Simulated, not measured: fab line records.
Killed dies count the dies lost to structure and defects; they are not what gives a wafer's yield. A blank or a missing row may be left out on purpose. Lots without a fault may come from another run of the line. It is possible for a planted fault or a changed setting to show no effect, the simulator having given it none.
A struck lot beside a sound one / flow n5 finfet / 39 steps out of a route of 1938
Sound: the wafers L127.1, L127.3, L127.6. Wafers L124.1, L124.4, L124.5 were the ones struck. The cause is given at the end.
Each step with rows lists, per side, the tool, then ch with its chambers, then its first start. Under that, the readings that differ: sound wafers / struck wafers / difference of the means / sigmas: that difference in standard deviations of wafers without a fault.
alike: same words and numbers on both sides, and readings whose means sit less than 2 such deviations apart. not compared: any withheld reading, any reading some wafer has no value for, any bound like >300 that may hide the same value, and any number with overlapping values for which the record gives no deviation.
Wherever a step has rows on one side only, a row that says differs or no value, or a row with sigmas, the two part there. Non-overlapping numbers with no deviation appear without sigmas and do not part them. A reading missing from all wafers of one side parts the sides only when that side holds two or more wafers.

first, 12 steps without rows for these wafers: N5_MOL_CONTACT_COAG_PRECLEAN_111 (cleans in NF3:NH3, afs cycles 1, time 20 s, sublimation time 60 s); N5_MOL_CONTACT_COAG_TI_SIL_19 (material Ti, target thk 4.2 nm, time 15 s); N5_MOL_CONTACT_COAG_ALD_20 (deposits TiN, target thk 1.5 nm, pulse time 1 s, purge time 3 s); N5_MOL_CONTACT_COAG_SIL_ANNEAL_21 (time 60 s); N5_MOL_CONTACT_COAG_PRE_CLEAN_141 (time 60 s); N5_MOL_CONTACT_COAG_SPUTTER_143 (material Co, target thk 2.5 nm); N5_MOL_CONTACT_COAG_CO_FILL_22 (material Co, precursor CCTBA/H2, target thk 20 nm); N5_MOL_CONTACT_COAG_ANNEAL_113 (time 300 s); N5_MOL_CONTACT_COAG_PRE_CLEAN_142 (time 60 s); N5_MOL_CONTACT_COAG_SPUTTER_130 (material Co, target thk 47.5 nm); N5_MOL_CONTACT_COAG_PRECLEAN_125 (cleans in DIW, time 57.5 s); N5_MOL_CONTACT_COAG_SRD_126 (dry time 32 s).
N5_MOL_CONTACT_COAG_CMP_23: polishes, stops on SiO2, t overpolish 1.5 s, target thk 0 nm.
  sound on cmp-04 ch 0,1, day 7 12:19; struck on cmp-03 ch 0,2, day 6 14:20
reading=head pressure psi (psi); sound=2.003 1.992 2.009; struck=2.214 2.206 2.215; difference=+0.210; sigmas=+51
reading=model.SiNx_of_GATE_CUT_SAC_CAP_01.thk nm (nm); sound=18.2 18.4 18.2; struck=17.8 18 18; difference=-0.3; sigmas=
  alike: motor current A, overpolish run s, time to endpoint s
then, 23 steps without rows for these wafers: N5_MOL_CONTACT_COAG_WET_ETCH_26 (target Co, target depth 13 nm); N5_MOL_CONTACT_COAG_WET_ETCH_116 (etches the open film in SC1-inhibited, target depth 4.6 nm, rinse time 30 s); N5_MOL_CONTACT_COAG_ALD_27 (deposits SiOC, target thk 17 nm, pulse time 1.5 s, time 2720 s); N5_MOL_CONTACT_COAG_CMP_28 (polishes, stops on SiNx, t overpolish 0.85 s, target thk 14.522 nm); N5_MOL_CONTACT_COAG_ALD_123 (deposits SiNx, target thk 5 nm, pulse time 1 s, purge time 2 s); N5_MOL_CONTACT_COAG_PECVD_31 (deposits SiO2 from TEOS/O2, target thk 46 nm, time 8.9 s); N5_MOL_CONTACT_COAG_COAT_75 (time 60 s, resist thk 60 nm); N5_MOL_CONTACT_COAG_COAT_76 (time 60 s, resist thk 10 nm); N5_MOL_CONTACT_COAG_COAT_77 (time 60 s, resist thk 10 nm); N5_MOL_CONTACT_COAG_COAT_78 (resist thk 40 nm); N5_MOL_CONTACT_COAG_EBR_80; N5_MOL_CONTACT_COAG_SOFTBAKE_79 (time 60 s); N5_MOL_CONTACT_COAG_EXPOSE_81 (exposes mask VG, defocus 0 nm); N5_MOL_CONTACT_COAG_PEB_82 (peb time 60 s); N5_MOL_CONTACT_COAG_DEVELOP_83 (develop time 30 s); N5_MOL_CONTACT_COAG_DESCUM_88 (chemistry O2, time 7 s); N5_MOL_CONTACT_COAG_ETCH_89 (etches underlayer in N2/H2, target depth 13 nm, time 10.4 s); N5_MOL_CONTACT_COAG_ETCH_90 (etches SiARC in CF4, target depth 13 nm, time 21.7 s); N5_MOL_CONTACT_COAG_ALD_131 (deposits SiO2, target thk 5 nm, pulse time 1 s, co reactant pulse time 1 s); N5_MOL_CONTACT_COAG_ETCHBACK_132 (etches SiO2 in CHF3, target depth 10 nm, time 6.7 s); N5_MOL_CONTACT_COAG_ETCH_91 (etches SOC in N2/H2, target depth 60 nm, overetch 21 nm, time 101.2 s); N5_MOL_CONTACT_COAG_STRIP_92 (strips in N2/H2); N5_MOL_CONTACT_COAG_STRIP_93 (strips in N2/H2).
N5_MOL_CONTACT_COAG_ETCH_47: etches SiNx in CH3F/O2, stops on W, target depth 27 nm.
  sound on rie diel-04 ch 1,2,3, day 7 17:03; struck on rie diel-04 ch 1,2,3, day 6 18:59
reading=model.etch.depth nm (nm); sound=17.9 17.99 17.95; struck=17.56 17.72 17.68; difference=-0.29; sigmas=
  alike: drypump motor current A, etch rf on time s, oes product au, rf vpp V, showerhead plenum p Torr, throttle valve pct
  not compared: rf hours counter h
-- a jump in the record: the struck wafers' starts before and after are 3 days apart (it breaks off in module MOL_CONTACT_COAG and resumes in module BEOL_M4, where the first step shown is number 1111 of the route) --
N5_BEOL_M4_RC_MEAS_101:
  sound on prober-01 ch 0, day 10 08:13; struck on prober-02 ch 0, day 9 10:47
reading=VT_P (mV); sound=-260 -256 -253; struck=-246 -245 -249; difference=+10; sigmas=+2
  alike: DIBL_N, DIBL_P, IOFF_N, IOFF_P, ION_N, ION_P, SS_N, SS_P, VT_N
-- the record jumps here: 4 days lie between the struck wafers' starts before and after (it left off in module BEOL_M4 and takes up again in module PASSIVATION, whose first step shown is number 1936 of the route) --
N5_PASSIVATION_PROBE_49:
  sound: prober-01 at day 14 12:34; struck: prober-01 at day 13 17:42
  alike: defect limited yield, killed_at_M0_to_M3, killed_at_M4_up, killed at contacts, killed at front end, killed at other, killed dies, killed on rim, killed open, killed short, sort_bin_4_leakage, sort_bin_5_function, sort_bin_6_memory, sort n pass, sort yield pct

WHERE THEY PART
Earliest at N5_MOL_CONTACT_COAG_CMP_23; latest, in this record, at N5_BEOL_M4_RC_MEAS_101. Later steps at which nothing parts them and some readings are alike: N5_PASSIVATION_PROBE_49.

WHY: whatever the simulator had introduced
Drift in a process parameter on cmp-03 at N5_MOL_CONTACT_COAG_CMP_23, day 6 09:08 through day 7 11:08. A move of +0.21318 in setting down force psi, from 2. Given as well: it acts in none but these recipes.
